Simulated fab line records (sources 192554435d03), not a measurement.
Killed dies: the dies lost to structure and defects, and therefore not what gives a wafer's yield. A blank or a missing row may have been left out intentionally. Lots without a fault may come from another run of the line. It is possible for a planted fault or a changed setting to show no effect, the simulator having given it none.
Chamber matching + flow n5 finfet + N5_BEOL_M0_TRENCH_ETCH_107 on rie diel-05 has 4 sister chambers
The step etches SiOC in C4F6/O2, target depth 32.8 nm, time 16.4 s. 24 wafers are shown with their chamber, then 12 later ones without.

## WAFERS, EACH WITH ITS CHAMBER
| wafer  | chamber | drypump motor current A (A) | showerhead plenum p Torr (Torr) | throttle valve pct (%) |
|--------|---------|-----------------------------|---------------------------------|------------------------|
| L074.1 | 2       | 5.4                         | 2.99                            | 20.46                  |
| L074.4 | 1       | 5.1                         | 2.81                            | 20.78                  |
| L074.6 | 3       | 6.4                         | 2.70                            | 20.89                  |
| L075.1 | 1       | 5.1                         | 2.81                            | 20.78                  |
| L075.4 | 2       | 5.4                         | 2.99                            | 20.45                  |
| L075.6 | 0       | 5.9                         | 3.01                            | 21.23                  |
| L076.2 | 1       | 5.1                         | 2.81                            | 20.77                  |
| L076.3 | 3       | 6.4                         | 2.70                            | 20.88                  |
| L076.4 | 2       | 5.4                         | 2.99                            | 20.47                  |
| L077.2 | 0       | 5.9                         | 3.01                            | 21.25                  |
| L077.3 | 2       | 5.4                         | 2.98                            | 20.44                  |
| L077.5 | 1       | 5.1                         | 2.81                            | 20.78                  |
| L079.3 | 1       | 5.1                         | 2.80                            | 20.78                  |
| L079.4 | 0       | 5.9                         | 3.00                            | 21.24                  |
| L079.5 | 2       | 5.3                         | 2.98                            | 20.47                  |
| L080.2 | 1       | 5.1                         | 2.80                            | 20.80                  |
| L080.3 | 2       | 5.4                         | 2.98                            | 20.47                  |
| L080.6 | 2       | 5.4                         | 2.98                            | 20.48                  |
| L081.2 | 1       | 5.1                         | 2.80                            | 20.79                  |
| L081.3 | 0       | 5.9                         | 3.00                            | 21.27                  |
| L081.4 | 2       | 5.4                         | 2.98                            | 20.47                  |
| L084.1 | 1       | 5.1                         | 2.80                            | 20.80                  |
| L084.2 | 3       | 6.4                         | 2.70                            | 20.90                  |
| L084.4 | 2       | 5.4                         | 2.98                            | 20.50                  |

SIGNATURES (averages over the wafers above)
| reading                  | chamber 0 | chamber 1 | chamber 2 | chamber 3 | scatter within a chamber |
|--------------------------|-----------|-----------|-----------|-----------|--------------------------|
| drypump motor current A  | 5.900     | 5.100     | 5.389     | 6.400     | 0.0211                   |
| showerhead plenum p Torr | 3.0050    | 2.8050    | 2.9833    | 2.7000    | 0.005                    |
| throttle valve pct       | 21.2475   | 20.7850   | 20.4678   | 20.8900   | 0.0145                   |
Rule: a wafer lies at a distance from a chamber equal to the root of the sum of squares, over the readings, of (its reading less the chamber's mean, divided by the reading's scatter). The wafer belongs to the nearest chamber; if the next one is less than 2 further off, it can't be placed. How the scatter is found: for the shown wafers, subtract from each reading the mean of its chamber, square and add these, divide the total by (wafers less chambers), then take the root.

## WAFERS WHOSE CHAMBER IS MISSING
| wafer  | drypump motor current A (A) | showerhead plenum p Torr (Torr) | throttle valve pct (%) |
|--------|-----------------------------|---------------------------------|------------------------|
| L086.1 | 5.8                         | 3.00                            | 21.27                  |
| L086.2 | 6.4                         | 2.69                            | 20.90                  |
| L086.4 | 5.4                         | 2.97                            | 20.51                  |
| L088.3 | 6.4                         | 2.69                            | 20.91                  |
| L088.4 | 5.4                         | 2.97                            | 20.50                  |
| L088.5 | 5.4                         | 2.97                            | 20.51                  |
| L092.1 | 5.1                         | 2.79                            | 20.82                  |
| L092.2 | 5.8                         | 2.99                            | 21.28                  |
| L092.5 | 6.4                         | 2.69                            | 20.92                  |
| L093.3 | 5.1                         | 2.79                            | 20.83                  |
| L093.4 | 5.1                         | 2.79                            | 20.83                  |
| L093.6 | 5.9                         | 2.99                            | 21.28                  |

## WHICH CHAMBER EACH WENT THROUGH
| wafer  | from the rows above | in truth |
|--------|---------------------|----------|
| L086.1 | 0                   | 0        |
| L086.2 | 3                   | 3        |
| L086.4 | 2                   | 2        |
| L088.3 | 3                   | 3        |
| L088.4 | 2                   | 2        |
| L088.5 | 2                   | 2        |
| L092.1 | 1                   | 1        |
| L092.2 | 0                   | 0        |
| L092.5 | 3                   | 3        |
| L093.3 | 1                   | 1        |
| L093.4 | 1                   | 1        |
| L093.6 | 0                   | 0        |
Placed correctly: 12 of 12. Not placeable from these rows: 0. Number placed wrongly: 0.
